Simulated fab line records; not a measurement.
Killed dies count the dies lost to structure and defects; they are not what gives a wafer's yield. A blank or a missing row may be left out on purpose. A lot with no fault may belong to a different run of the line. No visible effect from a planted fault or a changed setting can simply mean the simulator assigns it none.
fab line records + flow nand_harc
[record]
- lots = 12
- wafers = 34
- last_day = 33
route steps=1302 shown P_GATE@148 END@1302
lots that met no fault: taken from a fault-free run of the same line
start_h: start of the lot's first displayed wafer, in hours after the record's first day + wait_h: time in hours since the lot's previous step + " the same as in the row above + L1.1+2: a row that stands for several wafers + - value missing, or start not given + * or withheld: withheld + < > ~ a bound
route shown NAME@n: names a module that has steps shown in the file, with the first one's number in the route + usual: mean and standard deviation over wafers with no fault + same: alike in all rows + chamber/n: place in a boat + sites: per-site readings + _std_site: the values' standard deviation + _edge_site: outer sites' mean less inner sites' + radius_mm: how far each site lies from the wafer's centre + mask NAME#n: copy n + behind: the most recent tool/chamber to have shaped the wafer + hold: cause of the lot's hold/its duration in hours/its outcome + device: the n, p or np transistor that did not switch + end of line: the route-end tests of the same wafers + where a step has no rows: the recipe by itself + killed: the dies lost at the first sort to structure and to defects; this is not the yield of the wafer + map: per-die view of a wafer (x killed, . not killed, _ where there is no die)
set.NAME: the setting the step ran with; set.NAME@STEP: the setting that earlier step ran with + model.NAME: the simulator's own value behind a step, which no gauge read
route steps across a sampled set of lots; one table per step, one row per wafer
services: when a tool's chamber went out of use (start_h, in hours from the record's first day, below 0 if earlier), for how many hours, and the reason
[[steps]]
[step NHARC_P_GATE_ETCH_114]
[recipe]
- target_depth_a = 300
- overetch_a = 30
- time_s = 16.5
- ion_energy_ev = 100
- cf4_flow_sccm = 80
- o2_flow_sccm = 20
- ar_flow_sccm = 0
- rf_w = 300
- bias_w = 100
- chemistry = CF4/O2
[usual]
- drypump_motor_current_A = 5.8/0.64
- oes_f_703_au = 0.999/0.0045
- oes_product_au = 0.999/0.011
- rf_vpp_V = 197.3/1.2
- showerhead_plenum_p_Torr = 1.31/0.048
- throttle_valve_pct = 13.399/0.0085
| lot.wafer | tool        | chamber | start_h | wait_h | drypump_motor_current_A | oes_f_703_au | oes_product_au | rf_hours_counter_h | rf_vpp_V | showerhead_plenum_p_Torr | throttle_valve_pct |
|-----------|-------------|---------|---------|--------|-------------------------|--------------|----------------|--------------------|----------|--------------------------|--------------------|
| L209.3    | rie_diel-09 | 3       | -       | -      | 5.2                     | 1.007        | 0.983          | 7.9                | 198.1    | 1.31                     | 13.414             |
| L209.2    | "           | 0       | "       | "      | 4.9                     | 1.003        | 0.990          | 8.7                | 196.6    | 1.25                     | 13.398             |
| L209.5    | "           | 3       | "       | "      | 5.2                     | 0.997        | 0.984          | -                  | 197.6    | 1.31                     | 13.397             |
| L210.4    | rie_diel-04 | 3       | -       | -      | 6.6                     | 0.996        | 0.993          | 6.5                | 195.5    | 1.32                     | 13.398             |
| L210.3    | "           | 0       | "       | "      | 5.6                     | 0.994        | 1.016          | 6.6                | 198.4    | 1.35                     | 13.394             |
| L210.1    | "           | 1       | "       | "      | 5.7                     | 0.998        | 0.980          | 6.7                | 196.5    | 1.26                     | 13.391             |
| L214.1    | rie_diel-12 | 1       | -       | -      | 4.7                     | 0.996        | 1.004          | 3.5                | 197.5    | 1.25                     | 13.392             |
| L214.3    | "           | 0       | "       | "      | 6.6                     | 1.009        | 1.008          | 3.9                | 198.4    | 1.38                     | 13.415             |
| L214.6    | "           | 2       | "       | "      | 6.7                     | 0.998        | 0.987          | -                  | 198.0    | 1.30                     | 13.397             |
| L217.1    | rie_diel-12 | 1       | -       | -      | 4.7                     | 1.001        | 0.999          | 6.0                | 196.3    | 1.25                     | 13.401             |
| L217.3    | "           | 2       | "       | "      | 6.7                     | 1.003        | 0.985          | 6.7                | 198.0    | 1.30                     | 13.397             |
| L217.6    | "           | 0       | "       | "      | 6.6                     | 0.995        | 1.006          | -                  | 198.8    | 1.38                     | 13.408             |
| L218.2    | rie_diel-04 | 1       | -       | -      | 5.7                     | 0.998        | 0.983          | 0.5                | 196.7    | 1.26                     | 13.407             |
| L218.6    | "           | 0       | "       | "      | 5.6                     | 0.999        | 1.028          | -                  | 198.8    | 1.34                     | 13.393             |
| L219.5    | rie_diel-09 | 1       | -       | -      | 5.4                     | 1.008        | 0.990          | -                  | 197.3    | 1.33                     | 13.384             |
| L219.6    | "           | 2       | "       | "      | 6.3                     | 1.001        | 0.987          | -                  | 198.6    | 1.36                     | 13.406             |
| L224.2    | rie_diel-04 | 1       | -       | -      | 5.7                     | 1.000        | 0.980          | 5.0                | 195.8    | 1.25                     | 13.396             |
| L224.6    | "           | 3       | "       | "      | 6.6                     | 1.007        | 0.984          | -                  | 197.0    | 1.31                     | 13.386             |
| L224.5    | "           | 0       | "       | "      | 5.6                     | 0.998        | 1.006          | -                  | 196.8    | 1.34                     | 13.396             |
| L225.3    | rie_diel-09 | 3       | -       | -      | 5.2                     | 0.999        | 0.994          | 6.5                | 198.5    | 1.31                     | 13.390             |
| L225.1    | "           | 0       | "       | "      | 4.9                     | 0.995        | 0.999          | 6.3                | 195.4    | 1.25                     | 13.391             |
| L225.5    | "           | 3       | "       | "      | 5.2                     | 1.003        | 1.006          | -                  | 196.9    | 1.31                     | 13.400             |
| L227.3    | rie_diel-09 | 1       | -       | -      | 5.4                     | 1.010        | 0.989          | 6.9                | 197.6    | 1.33                     | 13.403             |
| L227.6    | "           | 0       | "       | "      | 4.9                     | 1.001        | 0.998          | -                  | 196.1    | 1.25                     | 13.396             |
| L227.5    | "           | 1       | "       | "      | 5.4                     | 1.006        | 0.995          | -                  | 198.3    | 1.33                     | 13.400             |
| L228.2    | rie_diel-09 | 2       | -       | -      | 6.3                     | 0.994        | 1.002          | 7.8                | 196.9    | 1.36                     | 13.397             |
| L228.1    | "           | 1       | "       | "      | 5.4                     | 0.994        | 0.989          | 7.6                | 198.3    | 1.33                     | 13.395             |
| L228.6    | "           | 2       | "       | "      | 6.3                     | 1.003        | 0.996          | -                  | 198.6    | 1.36                     | 13.411             |
| L229.2    | rie_diel-12 | 2       | -       | -      | 6.7                     | 1.000        | 0.996          | 2.7                | 197.4    | 1.30                     | 13.394             |
| L229.6    | "           | 0       | "       | "      | 6.6                     | 1.002        | 0.996          | -                  | 199.6    | 1.38                     | 13.391             |
| L229.5    | "           | 1       | "       | "      | 4.7                     | 0.995        | 0.996          | -                  | 196.6    | 1.25                     | 13.394             |
| L230.4    | rie_diel-12 | 3       | -       | -      | 5.9                     | 1.003        | 0.983          | 3.2                | 194.7    | 1.25                     | 13.414             |
| L230.3    | "           | 1       | "       | "      | 4.7                     | 0.999        | 1.005          | 2.5                | 196.5    | 1.25                     | 13.399             |
| L230.6    | "           | 2       | "       | "      | 6.7                     | 0.997        | 0.995          | -                  | 196.6    | 1.30                     | 13.388             |
[step NHARC_P_GATE_DESCUM_61]
[recipe]
- time_s = 3
- o2_flow_sccm = 200
- ar_flow_sccm = 0
- bias_power_w = 0
- chemistry = O2
[usual]
- drypump_motor_current_A = 5.7/0.62
- oes_product_au = 0.997/0.009
- rf_vpp_V = 57.7/0.9
- run_length_s = 23.9/0.33
- showerhead_plenum_p_Torr = 1.88/0.068
- throttle_valve_pct = 11.312/0.0092
| lot.wafer | tool        | chamber | start_h | wait_h | drypump_motor_current_A | oes_product_au | rf_hours_counter_h | rf_vpp_V | run_length_s | showerhead_plenum_p_Torr | throttle_valve_pct |
|-----------|-------------|---------|---------|--------|-------------------------|----------------|--------------------|----------|--------------|--------------------------|--------------------|
| L209.3    | rie_diel-09 | 1       | 127.08  | -      | 5.4                     | 1.013          | 9.1                | 57.8     | 24.4         | 1.91                     | 11.319             |
| L209.2    | "           | 2       | "       | "      | 6.3                     | 1.006          | 8.2                | 58.8     | 24.3         | 1.95                     | 11.311             |
| L209.5    | "           | 0       | "       | "      | 4.9                     | 0.987          | -                  | 58.3     | 24.2         | 1.79                     | 11.307             |
| L210.3    | rie_diel-12 | 1       | 141.56  | -      | 4.7                     | 1.008          | 3.0                | 55.4     | 23.6         | 1.79                     | 11.307             |
| L210.1    | "           | 2       | "       | "      | 6.7                     | 0.988          | 3.4                | 57.2     | 24.1         | 1.87                     | 11.296             |
| L210.4    | "           | 1       | "       | "      | 4.7                     | 1.014          | -                  | 56.7     | 23.4         | 1.79                     | 11.300             |
| L214.3    | rie_diel-04 | 0       | 176.11  | -      | 5.6                     | 1.017          | 8.9                | 58.8     | 23.9         | 1.93                     | 11.304             |
| L214.1    | "           | 3       | "       | "      | 6.6                     | 1.000          | 8.9                | 57.7     | 23.7         | 1.88                     | 11.320             |
| L214.6    | "           | 0       | "       | "      | 5.6                     | 1.014          | -                  | 57.6     | 23.4         | 1.93                     | 11.316             |
| L217.1    | rie_diel-09 | 3       | 214.70  | -      | 5.2                     | 1.001          | 2.7                | 57.2     | 23.6         | 1.88                     | 11.309             |
| L217.3    | "           | 0       | "       | "      | 4.9                     | 0.996          | 2.5                | 57.1     | 23.8         | 1.79                     | 11.312             |
| L217.6    | "           | 2       | "       | "      | 6.3                     | 1.003          | -                  | 54.9     | 22.0         | 1.95                     | 11.312             |
| L218.2    | rie_diel-09 | 1       | 219.10  | -      | 5.4                     | 1.005          | 3.2                | 57.6     | 22.1         | 1.91                     | 11.322             |
| L218.6    | "           | 1       | "       | "      | 5.5                     | 0.998          | -                  | 57.5     | 22.0         | 1.91                     | 11.310             |
| L219.6    | rie_diel-09 | 0       | 229.75  | -      | 4.9                     | 0.989          | -                  | 56.7     | 21.8         | 1.79                     | 11.326             |
| L219.5    | "           | 1       | "       | "      | 5.4                     | 0.998          | -                  | 58.3     | 24.2         | 1.91                     | 11.309             |
| L224.2    | rie_diel-09 | 0       | 287.62  | -      | 4.9                     | 1.003          | 6.9                | 57.6     | 23.9         | 1.79                     | 11.319             |
| L224.6    | "           | 1       | "       | "      | 5.5                     | 0.999          | -                  | 58.8     | 24.1         | 1.91                     | 11.330             |
| L224.5    | "           | 2       | "       | "      | 6.3                     | 1.005          | -                  | 58.1     | 23.9         | 1.95                     | 11.319             |
| L225.3    | rie_diel-04 | 1       | 292.51  | -      | 5.7                     | 0.988          | 6.1                | 57.2     | 23.8         | 1.79                     | 11.307             |
| L225.1    | "           | 3       | "       | "      | 6.6                     | 0.989          | 7.4                | 56.7     | 23.7         | 1.88                     | 11.318             |
| L225.5    | "           | 0       | "       | "      | 5.6                     | 1.004          | -                  | 57.1     | 23.6         | 1.92                     | 11.311             |
| L227.3    | rie_diel-12 | 2       | 314.25  | -      | 6.7                     | 0.989          | 2.2                | 55.9     | 24.0         | 1.86                     | 11.298             |
| L227.5    | "           | 0       | "       | "      | 6.6                     | 1.007          | -                  | 58.2     | 23.9         | 1.98                     | 11.329             |
| L227.6    | "           | 1       | "       | "      | 4.7                     | 0.998          | -                  | 56.8     | 23.4         | 1.78                     | 11.298             |
| L228.2    | rie_diel-12 | 3       | 324.85  | -      | 5.9                     | 0.992          | 3.2                | 56.7     | 24.5         | 1.79                     | 11.327             |
| L228.1    | "           | 1       | "       | "      | 4.7                     | 0.997          | 2.4                | 57.0     | 23.3         | 1.78                     | 11.306             |
| L228.6    | "           | 3       | "       | "      | 5.9                     | 0.983          | -                  | 57.6     | 24.8         | 1.79                     | 11.325             |
| L229.2    | rie_diel-09 | 1       | 333.87  | -      | 5.4                     | 1.002          | 0.2                | 59.2     | 24.3         | 1.91                     | 11.310             |
| L229.6    | "           | 1       | "       | "      | 5.4                     | 0.992          | -                  | 56.2     | 24.4         | 1.91                     | 11.320             |
| L229.5    | "           | 2       | "       | "      | 6.4                     | 0.984          | -                  | 58.4     | 23.8         | 1.95                     | 11.308             |
| L230.3    | rie_diel-12 | 2       | 340.31  | -      | 6.7                     | 0.986          | 3.1                | 57.8     | 23.7         | 1.86                     | 11.316             |
| L230.4    | "           | 3       | "       | "      | 5.9                     | 0.974          | 3.4                | 59.1     | 24.3         | 1.79                     | 11.301             |
| L230.6    | "           | 0       | "       | "      | 6.6                     | 0.999          | -                  | 58.7     | 23.9         | 1.98                     | 11.314             |
[step NHARC_P_GATE_STRIP_76]
[recipe]
- power_w = 1500
- temp_c = 250
- chemistry = O2
[usual]
- drypump_motor_current_A = 5.6/0.44
- heater_power_w = 313/35
| lot.wafer | tool            | chamber | start_h | wait_h | drypump_motor_current_A | heater_power_w | rf_hours_counter_h |
|-----------|-----------------|---------|---------|--------|-------------------------|----------------|--------------------|
| L209.2    | plasma_asher-02 | 1       | 127.70  | 0.2    | 5.0                     | 342            | 9                  |
| L209.3    | "               | 1       | "       | "      | 5.0                     | 346            | -                  |
| L209.5    | "               | 0       | "       | "      | 5.8                     | 340            | -                  |
| L210.1    | plasma_asher-01 | 1       | 142.23  | 0.2    | 6.2                     | 270            | 30                 |
| L210.3    | "               | 0       | "       | "      | 5.4                     | 286            | -                  |
| L210.4    | "               | 1       | "       | "      | 6.2                     | 267            | -                  |
| L214.1    | plasma_asher-02 | 1       | 176.74  | 0.2    | 5.0                     | 352            | 20                 |
| L214.3    | "               | 0       | "       | "      | 5.7                     | 334            | -                  |
| L214.6    | "               | 0       | "       | "      | 5.7                     | 332            | -                  |
| L217.1    | plasma_asher-02 | 0       | 215.44  | 0.2    | 5.7                     | 345            | 28                 |
| L217.3    | "               | 0       | "       | "      | 5.8                     | 338            | -                  |
| L217.6    | "               | 0       | "       | "      | 5.7                     | 341            | -                  |
| L218.2    | plasma_asher-01 | 0       | 219.73  | 0.2    | 5.4                     | 299            | 10                 |
| L218.6    | "               | 0       | "       | "      | 5.4                     | 299            | -                  |
| L219.5    | plasma_asher-02 | 0       | 230.38  | 0.1    | 5.7                     | 332            | -                  |
| L219.6    | "               | 1       | "       | "      | 5.0                     | 342            | -                  |
| L224.2    | plasma_asher-02 | 0       | 288.23  | 0.2    | 5.7                     | 359            | 5                  |
| L224.6    | "               | 1       | "       | "      | 5.0                     | 349            | -                  |
| L224.5    | "               | 0       | "       | "      | 5.7                     | 365            | -                  |
| L225.1    | plasma_asher-01 | 0       | 293.13  | 0.2    | 5.4                     | 291            | 27                 |
| L225.3    | "               | 0       | "       | "      | 5.4                     | 298            | -                  |
| L225.5    | "               | 0       | "       | "      | 5.4                     | 290            | -                  |
| L227.3    | plasma_asher-01 | 1       | 314.89  | 0.1    | 6.3                     | 274            | -                  |
| L227.5    | "               | 0       | "       | "      | 5.4                     | 299            | -                  |
| L227.6    | "               | 1       | "       | "      | 6.2                     | 267            | -                  |
| L228.1    | plasma_asher-01 | 1       | 325.47  | 0.2    | 6.2                     | 272            | 35                 |
| L228.2    | "               | 0       | "       | "      | 5.4                     | 287            | 35                 |
| L228.6    | "               | 0       | "       | "      | 5.4                     | 295            | -                  |
| L229.2    | plasma_asher-02 | 0       | 334.50  | 0.2    | 5.7                     | 358            | 13                 |
| L229.5    | "               | 0       | "       | "      | 5.7                     | 358            | -                  |
| L229.6    | "               | 1       | "       | "      | 5.0                     | 360            | -                  |
| L230.4    | plasma_asher-02 | 0       | 340.94  | 0.2    | 5.7                     | 362            | -                  |
| L230.3    | "               | 1       | "       | "      | 5.0                     | 349            | -                  |
| L230.6    | "               | 0       | "       | "      | 5.8                     | 353            | -                  |
[step NHARC_P_GATE_CD_MEAS_91]
[recipe]
- target_cd_nm = 2000
- landing_energy_ev = 500
[usual]
- cd_nm = 1999.0/1.8
| lot.wafer | tool      | chamber | start_h | wait_h | cd_nm  |
|-----------|-----------|---------|---------|--------|--------|
| L209.2    | cd_sem-03 | 0       | 128.61  | -      | 1999.4 |
| L209.3    | "         | 0       | "       | "      | 2000.3 |
| L209.5    | "         | 0       | "       | "      | 1997.9 |
| L210.1    | cd_sem-01 | 0       | 143.02  | -      | 2000.0 |
| L210.3    | "         | 0       | "       | "      | 2001.5 |
| L210.4    | "         | 0       | "       | "      | 2001.6 |
| L214.1    | cd_sem-02 | 0       | 177.65  | -      | 1998.2 |
| L214.3    | "         | 0       | "       | "      | 2000.4 |
| L214.6    | "         | 0       | "       | "      | 1999.7 |
| L217.1    | cd_sem-03 | 0       | 216.36  | -      | 1998.8 |
| L217.3    | "         | 0       | "       | "      | 1998.9 |
| L217.6    | "         | 0       | "       | "      | 1996.7 |
| L218.2    | cd_sem-01 | 0       | 220.53  | -      | 2001.1 |
| L218.6    | "         | 0       | "       | "      | 2001.9 |
| L219.5    | cd_sem-03 | 0       | 231.14  | -      | 2000.9 |
| L219.6    | "         | 0       | "       | "      | 1998.0 |
| L224.2    | cd_sem-03 | 0       | 289.14  | -      | 1996.0 |
| L224.5    | "         | 0       | "       | "      | 1998.1 |
| L224.6    | "         | 0       | "       | "      | 1999.1 |
| L225.1    | cd_sem-02 | 0       | 293.93  | -      | 1999.7 |
| L225.3    | "         | 0       | "       | "      | 2001.1 |
| L225.5    | "         | 0       | "       | "      | 1999.3 |
| L227.3    | cd_sem-02 | 0       | 315.67  | -      | 1998.4 |
| L227.5    | "         | 0       | "       | "      | 2000.3 |
| L227.6    | "         | 0       | "       | "      | 1998.2 |
| L228.1    | cd_sem-01 | 0       | 326.26  | -      | 1997.2 |
| L228.2    | "         | 0       | "       | "      | 1999.8 |
| L228.6    | "         | 0       | "       | "      | 2000.5 |
| L229.2    | cd_sem-03 | 0       | 335.29  | -      | 2000.6 |
| L229.5    | "         | 0       | "       | "      | 1998.5 |
| L229.6    | "         | 0       | "       | "      | 1997.9 |
| L230.3    | cd_sem-01 | 0       | 341.84  | -      | 2000.0 |
| L230.4    | "         | 0       | "       | "      | 2000.7 |
| L230.6    | "         | 0       | "       | "      | 1998.1 |
[step NHARC_END_SORT_01]
[recipe]
- temp_c = 25
[usual]
- killed_at_array = 55/12
- killed_at_other = 1.0/1.2
- killed_at_periphery = 3.9/2.6
- killed_dies = 60/12
- killed_open = 3.3/1.9
- killed_short = 2.5/1.8
[same]
- gross_dies = 677
| lot.wafer | tool      | chamber | start_h | wait_h | killed_at_array | killed_at_other | killed_at_periphery | killed_dies | killed_open | killed_short |
|-----------|-----------|---------|---------|--------|-----------------|-----------------|---------------------|-------------|-------------|--------------|
| L209.2    | prober-01 | 0       | 564.28  | 2.8    | 58              | 0               | 4                   | 62          | 3           | 1            |
| L209.3    | prober-01 | 0       | 565.07  | 3.1    | 52              | 0               | 1                   | 53          | 3           | 7            |
| L209.5    | prober-01 | 0       | 566.65  | 3.7    | 56              | 0               | 8                   | 64          | 0           | 1            |
| L217.1    | prober-02 | 0       | 670.36  | 2.5    | 47              | 1               | 2                   | 50          | 2           | 2            |
| L217.3    | prober-02 | 0       | 671.97  | 3.1    | 55              | 2               | 2                   | 59          | 1           | 3            |
| L217.6    | prober-02 | 0       | 674.38  | 4.0    | 57              | 1               | 2                   | 60          | 2           | 3            |
// killed by level:class
L209.2 A_CHANNEL_HOLE_D1:chamber_film_flake=28 A_CHANNEL_HOLE_D2:chamber_film_flake=14 A_CONTACT:chamber_film_flake=10 P_M1:chamber_film_flake=2 A_WL_FILL:chamber_film_flake=2 P_CONTACT:geometric_particle:open=1 P_M0:geometric_particle:open=1 A_DECK1_JOINT:geometric_particle:short=1
L209.3 A_CHANNEL_HOLE_D1:chamber_film_flake=26 A_CHANNEL_HOLE_D2:chamber_film_flake=7 A_STAIRCASE:chamber_film_flake=4 A_CONTACT:chamber_film_flake=4 A_CHANNEL_FILL_D1:geometric_particle:short=2 A_M0:geometric_particle:short=2 P_STI:geometric_particle:short=1 A_ONON_D1:geometric_particle:short=1
L209.5 A_CHANNEL_HOLE_D1:chamber_film_flake=30 A_CHANNEL_HOLE_D2:chamber_film_flake=10 A_CONTACT:chamber_film_flake=6 P_M1:chamber_film_flake=5 A_WL_FILL:chamber_film_flake=4 A_STAIRCASE:chamber_film_flake=3 P_ZERO_WELL:chamber_film_flake=2 A_CHANNEL_FILL_D1:chamber_film_flake=2
L217.1 A_CHANNEL_HOLE_D1:chamber_film_flake=27 A_CHANNEL_HOLE_D2:chamber_film_flake=12 A_CONTACT:chamber_film_flake=5 P_CONTACT:geometric_particle:open=1 A_CHANNEL_HOLE_D2:geometric_particle:open=1 A_CHANNEL_FILL_D2:geometric_particle:short=1 STARTING-WAFER:geometric_particle:short=1 P_STI:chamber_film_flake=1
L217.3 A_CHANNEL_HOLE_D1:chamber_film_flake=26 A_CHANNEL_HOLE_D2:chamber_film_flake=17 A_CONTACT:chamber_film_flake=4 A_SLIT:chamber_film_flake=3 P_M0:geometric_particle:open=1 A_SOURCE_PLATE:geometric_particle:short=1 A_WL_FILL:geometric_particle:short=1 A_M1:geometric_particle:short=1
L217.6 A_CHANNEL_HOLE_D1:chamber_film_flake=26 A_CHANNEL_HOLE_D2:chamber_film_flake=18 A_SLIT:chamber_film_flake=3 A_CONTACT:chamber_film_flake=3 A_ZERO_WELL:chamber_film_flake=2 P_CONTACT:geometric_particle:open=1 A_CHANNEL_FILL_D2:geometric_particle:open=1 A_CHANNEL_FILL_D2:geometric_particle:short=1
[[services]]
| tool            | chamber | start_h | hours | kind   |
|-----------------|---------|---------|-------|--------|
| rie_diel-12     | -       | 91.40   | 9.0   | pm     |
| rie_diel-04     | 2       | 97.48   | 4.4   | repair |
| rie_diel-09     | 0       | 97.60   | -     | clean  |
| rie_diel-04     | 0       | 100.26  | 5.4   | repair |
| rie_diel-12     | 3       | 105.20  | 9.5   | repair |
| rie_diel-12     | 1       | 115.62  | 12.3  | repair |
| rie_diel-04     | 1       | 132.70  | 1.3   | repair |
| rie_diel-12     | 3       | 139.04  | 2.6   | repair |
| rie_diel-09     | -       | 143.10  | 9.0   | pm     |
| plasma_asher-01 | -       | 165.00  | 9.0   | pm     |
| rie_diel-12     | 1       | 165.31  | 4.3   | repair |
| rie_diel-04     | -       | 177.90  | 9.0   | pm     |
| rie_diel-04     | 2       | 232.60  | 11.0  | repair |
| rie_diel-09     | 2       | 233.44  | 7.4   | repair |
| plasma_asher-02 | -       | 249.23  | 9.0   | pm     |
| plasma_asher-02 | -       | 267.15  | 9.2   | repair |
| rie_diel-12     | -       | 268.40  | 9.0   | pm     |
| rie_diel-12     | 0       | 288.66  | 8.2   | repair |
| rie_diel-04     | 3       | 294.22  | 8.4   | repair |
| rie_diel-04     | 0       | 298.58  | 8.8   | repair |
| rie_diel-09     | 0       | 309.45  | 8.7   | repair |
| plasma_asher-02 | -       | 311.32  | 9.8   | repair |
| rie_diel-09     | -       | 320.10  | 9.0   | pm     |
| rie_diel-09     | 1       | 334.70  | 35.7  | repair |
[[key]]
[first_sign]
- step = NHARC_P_GATE_DESCUM_61
- reading = run_length_s
- direction = down
- sigmas = 5.9
- usual = *
- struck = *
effect none on later readings
met_at NHARC_P_GATE_DESCUM_61
struck_lots L217,L218,L219
struck_wafers L217.6,L218.2,L218.6,L219.6
tester_left_out L217,L218,L219
not_acting_at NHARC_P_GATE_ETCH_114,NHARC_P_GATE_STRIP_76,NHARC_P_GATE_CD_MEAS_91
onset_between 127.08 214.70
[fault]
- kind = process_parameter_drift
- tool = rie_diel-09
- chamber = -
- onset_h = 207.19
- steps = NHARC_P_GATE_DESCUM_61
- channel = time_s
- offset = *
- shape = step
- end_h = 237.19
- scope = struck_wafers_only
- acts_in = *
- stated = *
// tester_left_out: of these lots the tester's yield and bins aren't shown, on N5 and GAA mostly nor the transistor test; their killed dies are dies lost to structure and defects alone, not to doping, threshold or leakage, so they don't give the yield
